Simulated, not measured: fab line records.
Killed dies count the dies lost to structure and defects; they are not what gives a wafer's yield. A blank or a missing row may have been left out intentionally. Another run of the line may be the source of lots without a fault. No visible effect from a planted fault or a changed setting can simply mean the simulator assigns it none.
Which of the tools did it? -- flow n5_finfet -- 36 wafers sampled from 12 lots at 1 step of a route of 1938

## WHAT THE GAUGES SHOWED, per wafer
N5_BEOL_M11_INSPECT_58: inspects for defects (darkfield).
lot,measured,on,raw_defect_count
L075,day 11 02:32,defect_inspect-01,44 44 49
L077,day 11 18:43,defect_inspect-02,61 78 49
L081,day 11 21:25,defect_inspect-01,76 67 65
L080,day 12 07:10,defect_inspect-02,65 51 48
L084,day 13 03:06,defect_inspect-02,88 53 74
L085,day 13 08:32,defect_inspect-02,101 99 156
L087,day 13 21:13,defect_inspect-01,74 60 61
L088,day 14 00:57,defect_inspect-01,91 47 115
L091,day 14 15:10,defect_inspect-02,41 72 54
L092,day 15 11:31,defect_inspect-01,57 96 99
L094,day 15 22:22,defect_inspect-01,74 54 87
L097,day 16 02:26,defect_inspect-01,63 80 78

## WHICH TOOL RAN EACH LOT (tool, then ch and the chambers of the sampled wafers, then the start)
Record: no process step prior to these readings.

## THE ANSWER, worked out from the rows above alone
Rule: the usual values come from the lots themselves. The widest of any qualifying gaps counts: lots, ordered by their means at a reading, are off when they make up no more than a third of the lots, leave a main group of 4 or more, and stand apart from it by 3 or more times the standard deviation of that group's means. A main group is skipped when, at the precision printed for the reading in the tables above, its means are all equal. A lot without any number at a reading at which 4 lots or more have one is off too. The other lots that the step has rows for count as sound.
No lot is off on any of the readings shown, so nothing can be concluded from this.

## WHAT THE SIMULATOR HAD INSERTED
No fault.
